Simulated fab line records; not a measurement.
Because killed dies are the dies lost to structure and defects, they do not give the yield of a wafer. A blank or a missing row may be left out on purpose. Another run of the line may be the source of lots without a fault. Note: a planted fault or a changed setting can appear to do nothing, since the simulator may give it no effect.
Split-lot experiment -- flow n5-finfet -- route with 1938 steps; 7 lots, 39 wafers read

== SPLIT DETAILS ==
At N5_MOL_CONTACT_COAG_ETCH_91 (etches SOC in N2/H2, target depth 60 nm, overetch 21 nm, time 101.2 s), the setting time-s was moved away from the recipe's 101.2 s on 15 of the 39 wafers read, by -19.2% to +23.5%. For the rest of the wafers, this setting stayed at what the recipe calls for.

The split's own step is where the reading is taken.

== THE READING ==
SiARC_of_MOL_CONTACT_COAG_COAT_76.thk-nm (the simulator's own value, which no gauge read), in nm, at N5_MOL_CONTACT_COAG_ETCH_91 (etches SOC in N2/H2, target depth 60 nm, overetch 21 nm, time 101.2 s). The file does not state a usual value for it. Average 5.8 nm, standard deviation 0.18 nm, over the 24 wafers here run with the recipe.

wafer,"tool, chamber at the split","time-s as run, s",against the recipe,"SiARC_of_MOL_CONTACT_COAG_COAT_76.thk-nm, nm",against lot-mates on the recipe
L077.1,"rie-diel-04, 1,3,3",81.75,-19.2%,6.6,+0.9
L077.4,"rie-diel-04, 1,3,3",81.75,-19.2%,6.6,+0.9
L077.5,"rie-diel-04, 1,3,3",81.75,-19.2%,6.6,+0.9
L077.2,"rie-diel-04, 2",101.2,recipe,5.8,-
L077.3,"rie-diel-04, 0",101.2,recipe,5.6,-
L077.6,"rie-diel-04, 0",101.2,recipe,5.6,-
L082.1,"rie-diel-01, 0,3,1,3",101.2,recipe,5.8,-
L082.2,"rie-diel-01, 0,3,1,3",101.2,recipe,5.8,-
L082.3,"rie-diel-01, 0,3,1,3",101.2,recipe,5.8,-
L082.5,"rie-diel-01, 0,3,1,3",101.2,recipe,5.8,-
L082.4,"rie-diel-01, 2",101.2,recipe,6,-
L082.6,"rie-diel-01, 2",101.2,recipe,6,-
L084.1,"rie-diel-06, 1",125,+23.5%,4.8,-1.0
L084.2,"rie-diel-06, 2",101.2,recipe,5.6,-
L084.3,"rie-diel-06, 3",125,+23.5%,5,-0.8
L084.4,"rie-diel-06, 3",101.2,recipe,6,-
L084.5,"rie-diel-06, 2",125,+23.5%,4.4,-1.4
L084.6,"rie-diel-06, 1",101.2,recipe,5.8,-
L086.1,"rie-diel-01, 1",101.2,recipe,5.8,-
L086.5,"rie-diel-01, 1",101.2,recipe,5.8,-
L086.6,"rie-diel-01, 2",101.2,recipe,6.2,-
L090.1,"rie-diel-01, 2",111.2,+9.9%,5.8,-0.1
L090.2,"rie-diel-01, 1",111.2,+9.9%,5.4,-0.5
L090.6,"rie-diel-01, 1",111.2,+9.9%,5.4,-0.5
L090.3,"rie-diel-01, 0",101.2,recipe,5.8,-
L090.4,"rie-diel-01, 3,2",101.2,recipe,6,-
L090.5,"rie-diel-01, 3,2",101.2,recipe,6,-
L091.1,"rie-diel-06, 3",101.2,recipe,6,-
L091.2,"rie-diel-06, 0",110.7,+9.4%,5.4,-0.3
L091.3,"rie-diel-06, 2",101.2,recipe,5.4,-
L091.4,"rie-diel-06, 2",110.7,+9.4%,5,-0.7
L091.5,"rie-diel-06, 0",101.2,recipe,5.6,-
L091.6,"rie-diel-06, 3",110.7,+9.4%,5.6,-0.1
L095.1,"rie-diel-01, 3,1,3",88.92,-12.1%,6.4,+0.5
L095.2,"rie-diel-01, 3,1,3",88.92,-12.1%,6.4,+0.5
L095.5,"rie-diel-01, 3,1,3",88.92,-12.1%,6.4,+0.5
L095.3,"rie-diel-01, 2",101.2,recipe,6,-
L095.6,"rie-diel-01, 2",101.2,recipe,6,-
L095.4,"rie-diel-01, 0",101.2,recipe,5.8,-
Rows listing several chambers each stand for several wafers; the file does not say which wafer went through which chamber.

THE FIT
A straight line over all 39 wafers: SiARC_of_MOL_CONTACT_COAG_COAT_76.thk-nm changes by -0.0439 nm for each +1% of time-s; r = -0.92; the points scatter about the line by 0.19 nm.
The same after taking each lot's own level away (the mean of its wafers on the recipe; 39 wafers): -0.0445 nm for each +1%; r = -0.94; scatter 0.17 nm.
Per that fit: largest time-s move, reading shift of 1 nm.
Measured against the standard deviation above, the lots' own levels, which go from 5.67 to 5.93 nm, span 1.5 times it.
The two slopes agree, so the slope changes little with the lot-to-lot level.
Check: -1.05 nm against its lot-mates is what the line predicts for one of the wafers moved furthest among these (+23.5%) when that wafer is left out of the fit. Against them it came out at -1 nm.

== FURTHER SPLITS ON THESE WAFERS ==
Before the reading, these wafers also passed through other splits. Each is held against what the fit with the lots' levels taken away leaves over:
other split on the same wafers,wafers away from the commonest value,r with SiARC_of_MOL_CONTACT_COAG_COAT_76.thk-nm (lot level and that fit taken away)
N5_WELL_APT_EXPOSE_22 dose-mj,15,-0.03
N5_DUMMY_GATE_ETCH_37 source-w,18,+0.05
N5_DUMMY_GATE_ETCH_32 time-s,18,-0.11
N5_HKMG_FIN_ETCH_55 time-s,15,-0.15
N5_HKMG_FIN_ETCH_86 target-depth-a,12,-0.05

== FILE'S OWN FIT ==
SiARC_of_MOL_CONTACT_COAG_COAT_76.thk-nm changes by -0.0444 nm for each +1% of time-s, r = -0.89.
